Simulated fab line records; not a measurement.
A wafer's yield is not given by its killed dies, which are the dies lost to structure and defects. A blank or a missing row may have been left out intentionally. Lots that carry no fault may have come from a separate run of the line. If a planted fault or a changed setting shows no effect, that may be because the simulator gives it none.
A struck lot beside a sound one + flow nand-harc + 25 out of 1302 route steps
Sound: the wafers L234.1, L234.2, L234.3. Wafers struck: L229.1, L229.3, L229.4. The cause is given at the end.
Order at every step that has rows: each side's tool, ch and its chambers, its first start. Under that, the readings that differ: sound wafers + struck wafers + difference of the means + sigmas: that difference in standard deviations of wafers without a fault.
alike: same words and numbers on both sides, and readings whose means sit less than 2 such deviations apart. not compared: any withheld reading, any reading some wafer has no value for, any bound like >300 that may hide the same value, and any number with overlapping values for which the record gives no deviation.
The two part at a step that has a row with sigmas, a row that says differs or no value, or rows on one side only. Non-overlapping numbers with no deviation appear without sigmas and do not part them. A reading that every wafer of one side lacks parts them only if that side has two wafers or more.

first, 1 step without rows for these wafers: NHARC_P_M0_SRD_25.
NHARC_P_M0_INSPECT_27:
  struck on defect-inspect-01, day 13 01:43; sound on defect-inspect-01, day 14 18:52
  alike: raw-defect-count
NHARC_P_M0_PRE_CLEAN_31: time 12 s.
  sound on pecvd-04 ch 0,1,2, day 14 18:55; struck on pecvd-04 ch 0,1, day 13 01:47
  alike: heater-power-w
NHARC_P_M0_DEP_32: deposits SiCN, target thk 30 nm.
  sound on pecvd-04 ch 0,1,2, day 14 19:00; struck on pecvd-04 ch 0,1, day 13 01:52
  alike: heater-power-w, showerhead-vpp-V
then, 7 steps without rows for these wafers: NHARC_P_M1_DEP_00 (deposits SiOC, target thk 182.5 nm); NHARC_P_M1_DEHYDRATE_01 (time 120 s); NHARC_P_M1_HMDS_02 (time 30 s); NHARC_P_M1_COAT_34 (time 65 s); NHARC_P_M1_COAT_03 (resist thk 90 nm); NHARC_P_M1_SOFTBAKE_04 (time 55 s); NHARC_P_M1_EBR_05.
NHARC_P_M1_EXPOSE_06: exposes mask P M1, target cd 130 nm.
  sound on arfi-scanner-02 ch 0, day 14 20:07; struck on arfi-scanner-03 ch 0, day 13 02:51
| reading              | sound             | struck            | difference | sigmas      |
|----------------------|-------------------|-------------------|------------|-------------|
| exposure-dose-mJ-cm2 | 81.90 81.97 82.00 | 95.02 94.97 95.00 | +13.04     | +99 or more |
  alike: mask
then, 2 steps without rows for these wafers: NHARC_P_M1_PEB_07 (peb time 65 s); NHARC_P_M1_DEVELOP_08 (develop time 35 s).
NHARC_P_M1_CD_MEAS_09 targets a cd of 130 nm.
  sound on cd-sem-02 ch 0, day 14 20:15; struck on cd-sem-03 ch 0, day 13 02:59
| reading    | sound             | struck            | difference | sigmas |
|------------|-------------------|-------------------|------------|--------|
| cd-nm (nm) | 129.1 129.4 130.2 | 139.2 139.1 139.1 | +9.6       | +18    |
NHARC_P_M1_OVL_MEAS_10: pitch 260 nm.
  struck on overlay-01, day 13 03:05; sound on overlay-02, day 14 20:20
| reading           | sound         | struck      | difference | sigmas |
|-------------------|---------------|-------------|------------|--------|
| overlay-x-nm (nm) | 0.1 -0.5 -0.8 | 1.3 1.5 1.6 | +1.9       | +2     |
  alike: overlay-y-nm
NHARC_P_M1_INSPECT_11:
  struck on defect-inspect-02, day 13 03:07; sound on defect-inspect-01, day 14 20:23
  alike: raw-defect-count
NHARC_P_M1_DESCUM_14: chemistry O2, time 3 s.
  sound on rie-diel-06 ch 0,1,2, day 14 20:26; struck on rie-diel-06 ch 0,1,3, day 13 03:11
| reading                | sound | struck   | difference | sigmas |
|------------------------|-------|----------|------------|--------|
| rf-hours-counter-h (h) | 2 1 1 | 10 10 10 | +9         |        |
  alike: drypump-motor-current-A, oes-product-au, rf-vpp-V, showerhead-plenum-p-Torr, throttle-valve-pct
  not compared: model.P_M1.cd-nm
NHARC_P_M1_ETCH_35: etches the open film in N2/H2, target depth 40 nm, overetch 12 nm, time 43.94 s.
  sound on rie-diel-06 ch 0,1,2, day 14 20:32; struck on rie-diel-06 ch 0,1,2, day 13 03:16
| reading                | sound | struck  | difference | sigmas |
|------------------------|-------|---------|------------|--------|
| rf-hours-counter-h (h) | 2 1 1 | 10 10 9 | +8         |        |
  alike: drypump-motor-current-A, oes-product-au, rf-vpp-V, showerhead-plenum-p-Torr, throttle-valve-pct
NHARC_P_M1_ETCH_15: etches the open film in C4F8/Ar, target depth 182.5 nm, time 91.2 s.
  sound on rie-diel-06 ch 0,1,2; struck on rie-diel-06 ch 1,2,3
| reading                | sound | struck  | difference | sigmas |
|------------------------|-------|---------|------------|--------|
| rf-hours-counter-h (h) | 2 1 1 | 9 10 10 | +8         |        |
  alike: oes-product-au, rf-vpp-V
NHARC_P_M1_CD_MEAS_16:
  struck on cd-sem-02, day 13 03:29; sound on cd-sem-02, day 14 20:47
| reading    | sound             | struck            | difference | sigmas |
|------------|-------------------|-------------------|------------|--------|
| cd-nm (nm) | 129.0 129.4 128.9 | 138.5 139.5 138.3 | +9.7       | +14    |
NHARC_P_M1_STRIP_18: strips in N2/H2.
  sound on rie-diel-06 ch 0,1,2, day 14 20:52; struck on rie-diel-10 ch 0,1,3, day 13 03:34
  alike: drypump-motor-current-A, oes-product-au, rf-vpp-V, showerhead-plenum-p-Torr, throttle-valve-pct
  not compared: rf-hours-counter-h
NHARC_P_M1_ETCH_28: etches the open film in CF4/N2, target depth 30 nm, time 72.99 s.
  sound on rie-diel-06 ch 0,1,2; struck on rie-diel-10 ch 0,1,2
| reading               | sound           | struck          | difference | sigmas |
|-----------------------|-----------------|-----------------|------------|--------|
| model.P_M1.cd-nm (nm) | 129.8 129.5 129 | 138.6 138.9 139 | +9.4       |        |
  alike: cf4-flow-sccm, drypump-motor-current-A, oes-product-au, rf-vpp-V, showerhead-plenum-p-Torr, throttle-valve-pct
  not compared: rf-hours-counter-h
then, 1 step without rows for these wafers: NHARC_P_M1_STRIP_19 (strips in post etch residue remover, time 600 s).
-- break in the record here, with 19 days between the starts of the struck wafers on either side (left off in module P_M1, picked up again in module END, where the first step shown is number 1302 on the route) --
NHARC_END_SORT_01:
  at this point the record logs the struck wafers (prober-02 ch 0, day 31 16:10) and has no rows for the sound ones

## WHERE THEY PART
At NHARC_P_M1_EXPOSE_06 first; at NHARC_END_SORT_01 last (within this record only).

WHY: what the simulator had put in
Drift in process parameters on arfi-scanner-03 at NHARC_P_M1_EXPOSE_06, starting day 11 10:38. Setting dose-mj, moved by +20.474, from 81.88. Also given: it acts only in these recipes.
